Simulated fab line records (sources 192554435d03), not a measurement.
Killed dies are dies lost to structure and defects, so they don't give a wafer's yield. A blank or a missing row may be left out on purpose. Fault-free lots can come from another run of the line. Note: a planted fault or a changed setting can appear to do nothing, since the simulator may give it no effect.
Chamber matching / flow n5 finfet / 4 sister chambers for N5_BEOL_M3_ETCHBACK_99 on rie diel-03
The step etches SiO2 in CHF3, target depth 5 nm, time 10.4 s. 8 wafers are shown with their chamber, then 11 later ones without.

## EACH WAFER AND ITS CHAMBER
wafer=L084.1; chamber=2; showerhead plenum p Torr (Torr)=2.17; drypump motor current A (A)=6.1
wafer=L083.6; chamber=0; showerhead plenum p Torr (Torr)=2.15; drypump motor current A (A)=5.4
wafer=L086.3; chamber=3; showerhead plenum p Torr (Torr)=2.30; drypump motor current A (A)=6.0
wafer=L086.5; chamber=1; showerhead plenum p Torr (Torr)=2.05; drypump motor current A (A)=6.0
wafer=L089.1; chamber=2; showerhead plenum p Torr (Torr)=2.17; drypump motor current A (A)=6.2
wafer=L089.2; chamber=0; showerhead plenum p Torr (Torr)=2.15; drypump motor current A (A)=5.4
wafer=L089.4; chamber=1; showerhead plenum p Torr (Torr)=2.05; drypump motor current A (A)=6.0
wafer=L095.1; chamber=3; showerhead plenum p Torr (Torr)=2.29; drypump motor current A (A)=6.1

## WAFERS WITH NO CHAMBER GIVEN
wafer=L095.2; showerhead plenum p Torr (Torr)=2.17; drypump motor current A (A)=6.2
wafer=L095.3; showerhead plenum p Torr (Torr)=2.04; drypump motor current A (A)=6.0
wafer=L094.1; showerhead plenum p Torr (Torr)=2.17; drypump motor current A (A)=6.1
wafer=L094.2; showerhead plenum p Torr (Torr)=2.04; drypump motor current A (A)=6.0
wafer=L094.3; showerhead plenum p Torr (Torr)=2.29; drypump motor current A (A)=6.1
wafer=L096.1; showerhead plenum p Torr (Torr)=2.15; drypump motor current A (A)=5.4
wafer=L096.3; showerhead plenum p Torr (Torr)=2.04; drypump motor current A (A)=6.0
wafer=L096.4; showerhead plenum p Torr (Torr)=2.17; drypump motor current A (A)=6.2
wafer=L097.1; showerhead plenum p Torr (Torr)=2.15; drypump motor current A (A)=5.4
wafer=L097.3; showerhead plenum p Torr (Torr)=2.16; drypump motor current A (A)=6.2
wafer=L097.6; showerhead plenum p Torr (Torr)=2.15; drypump motor current A (A)=5.4

## WHICH CHAMBER EACH ONE RAN IN
wafer=L095.2; from the rows above=2; in truth=2
wafer=L095.3; from the rows above=1; in truth=1
wafer=L094.1; from the rows above=2; in truth=2
wafer=L094.2; from the rows above=1; in truth=1
wafer=L094.3; from the rows above=3; in truth=3
wafer=L096.1; from the rows above=0; in truth=0
wafer=L096.3; from the rows above=1; in truth=1
wafer=L096.4; from the rows above=2; in truth=2
wafer=L097.1; from the rows above=0; in truth=0
wafer=L097.3; from the rows above=2; in truth=2
wafer=L097.6; from the rows above=0; in truth=0
11 of 11 placed correctly. Can't be placed from these rows: 0. Number placed wrongly: 0.
How it was worked out, from the rows above alone: a wafer's distance from a chamber is the root of the sum, over the readings, of the square of ((its reading less the chamber's mean) divided by the reading's scatter). The wafer belongs to the nearest chamber; if the next one is less than 2 further off, it can't be placed. A chamber's mean is the mean of its shown wafers. The scatter: take each reading less its chamber's mean, square it, sum over the shown wafers, divide by the number of wafers less the number of chambers, and take the root.
